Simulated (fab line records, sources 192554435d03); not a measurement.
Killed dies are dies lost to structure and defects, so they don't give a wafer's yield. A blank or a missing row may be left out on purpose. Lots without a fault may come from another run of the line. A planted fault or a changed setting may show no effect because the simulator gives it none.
A struck lot beside a sound one | flow n5_finfet | 15 steps out of a route of 1938
Sound: wafers L994.1, L994.2, L994.6. Struck: wafers L105.1, L105.5. The cause comes at the end.
At each step with rows: each side's tool, then ch and its chambers, then its first start. Under that, the readings that differ: sound wafers | struck wafers | difference of the means | sigmas: that difference in standard deviations of wafers without a fault.
alike: readings whose means differ by less than 2 such deviations, and words and numbers that are the same on both sides. not compared: withheld readings, readings that some wafer has no value for, bounds like >300 that may hide the same value, and numbers for which the record gives no deviation and whose values overlap.
The two part at a step that has a row with sigmas, a row that says differs or no value, or rows on one side only. Numbers that don't overlap but have no deviation are shown without sigmas and don't part them. A reading that every wafer of one side lacks parts them only if that side has two wafers or more.

N5_DUMMY_GATE_ETCH_23: etches poly-Si in HBr/Cl2/O2, target depth 41 nm, time 22.3 s.
  sound on rie_si-06 ch 0,1,2, day 4 11:55; struck on rie_si-01 ch 1,2, day 7 07:44
  alike: drypump_motor_current_A, oes_product_au, throttle_valve_pct
  not compared: rf_hours_counter_h
then, 1 step without rows for these wafers: N5_DUMMY_GATE_ETCH_44 (etches poly-Si in HBr/O2, stops on SiO2, target depth 127.5 nm).
N5_DUMMY_GATE_CD_MEAS_24: target cd 15 nm.
  sound on cd_sem-02, day 4 12:04; struck on cd_sem-01, day 7 07:54
  alike: cd_nm
N5_DUMMY_GATE_ETCH_42: etches SiO2 in CHF3/O2, target depth 3.5 nm, time 31 s.
  sound on rie_diel-04 ch 0,1, day 4 12:07; struck on rie_diel-03 ch 0, day 7 07:58
  reading                     | sound             | struck      | difference | sigmas
  drypump_motor_current_A (A) | 5.7 6.5 6.5       | 5.0 5.0     | -1.2       | -2
  throttle_valve_pct (%)      | 19.32 18.82 18.81 | 18.30 18.31 | -0.68      | -2
  alike: oes_product_au, rf_vpp_V, showerhead_plenum_p_Torr
  not compared: rf_hours_counter_h
N5_DUMMY_GATE_STRIP_48: strips in N2/H2, time 20 s.
  sound on rie_diel-04 ch 0,1, day 4 12:10; struck on rie_diel-03 ch 0, day 7 08:01
  reading                     | sound       | struck  | difference | sigmas
  drypump_motor_current_A (A) | 5.7 6.5 6.5 | 5.0 5.0 | -1.2       | -2
  alike: oes_product_au, rf_vpp_V, showerhead_plenum_p_Torr, temp_c, throttle_valve_pct
  not compared: rf_hours_counter_h
then, 5 steps without rows for these wafers: N5_DUMMY_GATE_PRECLEAN_33 (cleans in dHF, time 10 s); N5_DUMMY_GATE_PRECLEAN_25 (cleans in O3/DIW, time 45 s); N5_DUMMY_GATE_PRECLEAN_51 (cleans in SC2, time 45 s); N5_DUMMY_GATE_SRD_26 (time 30 s); N5_DUMMY_GATE_UV_OZONE_45 (time 120 s).
N5_DUMMY_GATE_INSPECT_27: inspects for defects (brightfield).
  sound on defect_inspect-02, day 4 12:21; struck on defect_inspect-02, day 7 08:12
  alike: raw_defect_count
N5_SPACER0_ALD_07: deposits SiNx, target thk 2 nm.
  sound on ald_sin-03 ch 0,1,2, day 4 12:23; struck on ald_sin-02 ch 1, day 7 08:14
  alike: heater_power_w
N5_SPACER0_ALD_00: deposits SiOCN, target thk 3.5 nm, pulse time 3 s, purge time 2 s.
  sound on ald_sin-03 ch 0,1,2, day 4 12:32; struck on ald_sin-02 ch 1, day 7 08:23
  reading    | sound    | struck | difference | sigmas
  ald_cycles | 58 58 58 | 62 62  | +4         |
  alike: heater_power_w, precursor_pulse_height_rel
N5_SPACER0_ALD_08: deposits SiNx, target thk 2 nm.
  sound on ald_sin-03 ch 0,1,2, day 4 12:48; struck on ald_sin-02 ch 1, day 7 08:39
  alike: heater_power_w
then, 1 step without rows for these wafers: N5_PASSIVATION_PROBE_49.

WHERE THEY PART
First at N5_DUMMY_GATE_ETCH_42; last, within this record, at N5_DUMMY_GATE_STRIP_48. Later steps at which nothing parts them and some readings are alike: N5_DUMMY_GATE_INSPECT_27, N5_SPACER0_ALD_07, N5_SPACER0_ALD_00, N5_SPACER0_ALD_08.

WHY: what the simulator had put in
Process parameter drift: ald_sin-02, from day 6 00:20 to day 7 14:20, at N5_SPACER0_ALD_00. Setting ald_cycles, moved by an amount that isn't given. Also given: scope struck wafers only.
